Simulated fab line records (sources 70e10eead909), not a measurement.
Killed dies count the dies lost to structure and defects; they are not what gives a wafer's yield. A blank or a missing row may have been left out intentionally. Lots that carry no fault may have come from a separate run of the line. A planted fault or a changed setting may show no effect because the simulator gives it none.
Struck lot and sound lot, side by side | flow nand-harc | 15 out of 1302 route steps
Sound: wafers L906.3, L906.5, L906.6. Struck: wafers L913.1, L913.4 (left out: L913.3, a lot-mate that was not struck); the cause follows at the end.
Order at every step that has rows: each side's tool, ch and its chambers, its first start. Under that, the readings that differ: sound wafers | struck wafers | difference of the means | sigmas: that difference in standard deviations of wafers without a fault.
alike: a reading whose means differ by less than 2 such deviations, as well as words and numbers matching on both sides. not compared: withheld readings; readings where some wafer has no value; bounds like >300 that might hide an equal value; numbers whose values overlap and for which the record gives no deviation.
The two part at a step that has a row with sigmas, a row that says differs or no value, or rows on one side only. Numbers that have no deviation but don't overlap get no sigmas and don't part them. Lack of a reading on every wafer of one side parts them only where that side has two or more wafers.

first, 8 steps without rows for these wafers: NHARC_A_CHANNEL_HOLE_D1_COAT_36 (time 75 s); NHARC_A_CHANNEL_HOLE_D1_COAT_37 (time 65 s); NHARC_A_CHANNEL_HOLE_D1_COAT_04 (resist thk 90 nm); NHARC_A_CHANNEL_HOLE_D1_SOFTBAKE_05 (time 55 s); NHARC_A_CHANNEL_HOLE_D1_EBR_06; NHARC_A_CHANNEL_HOLE_D1_EXPOSE_07 (exposes mask HOLE D1, target cd 100 nm); NHARC_A_CHANNEL_HOLE_D1_PEB_08 (peb time 65 s); NHARC_A_CHANNEL_HOLE_D1_DEVELOP_09 (develop time 35 s).
NHARC_A_CHANNEL_HOLE_D1_CD_MEAS_10: target cd 100 nm.
  sound on cd-sem-03 ch 0, day 11 20:45; struck on cd-sem-02 ch 0, day 15 00:31
  alike: cd-nm
NHARC_A_CHANNEL_HOLE_D1_OVL_MEAS_11:
  struck on overlay-02, day 15 00:35; sound on overlay-02, day 11 20:50
  alike: overlay-x-nm, overlay-y-nm
NHARC_A_CHANNEL_HOLE_D1_INSPECT_12:
  struck on defect-inspect-01, day 15 00:38; sound on defect-inspect-01, day 11 20:52
  alike: raw-defect-count
NHARC_A_CHANNEL_HOLE_D1_DESCUM_15: chemistry O2, time 3 s.
  sound on rie-diel-06 ch 1,2, day 11 20:56; struck on rie-diel-06 ch 0,1, day 15 00:41
  alike: drypump-motor-current-A, oes-product-au, rf-vpp-V, showerhead-plenum-p-Torr, throttle-valve-pct
  not compared: rf-hours-counter-h
NHARC_A_CHANNEL_HOLE_D1_ETCH_38: etches the open film in CF4, target depth 39 nm, time 65 s.
  sound on rie-diel-06 ch 0,1, day 11 21:01; struck on rie-diel-06 ch 0,3, day 15 00:47
  reading               | sound             | struck      | difference | sigmas
  oes-product-au (a.u.) | 1.015 1.009 1.018 | 0.824 0.822 | -0.191     | -21
  alike: drypump-motor-current-A, rf-vpp-V, showerhead-plenum-p-Torr, throttle-valve-pct
  not compared: rf-hours-counter-h
NHARC_A_CHANNEL_HOLE_D1_ETCH_39: etches the open film in N2/H2, target depth 260 nm, time 325 s.
  sound: rie-diel-06 ch 0,1; struck: rie-diel-06 ch 0,2
  alike: drypump-motor-current-A, oes-product-au, rf-vpp-V, showerhead-plenum-p-Torr, throttle-valve-pct
  not compared: rf-hours-counter-h
-- jump in the record: it breaks off in module A_CHANNEL_HOLE_D1 and resumes in module END (first step shown: number 1302 of the route), and 15 days separate the struck wafers' starts before and after --
NHARC_END_SORT_01:
  at this point the record logs the struck wafers (prober-01 ch 0, day 30 11:50) and has no rows for the sound ones

== WHERE THEY PART ==
First at NHARC_A_CHANNEL_HOLE_D1_ETCH_38; last, within this record, at NHARC_END_SORT_01.

WHY: whatever the simulator had introduced
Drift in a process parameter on rie-diel-06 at NHARC_A_CHANNEL_HOLE_D1_ETCH_38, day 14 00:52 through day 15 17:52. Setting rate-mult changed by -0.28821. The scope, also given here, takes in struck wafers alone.
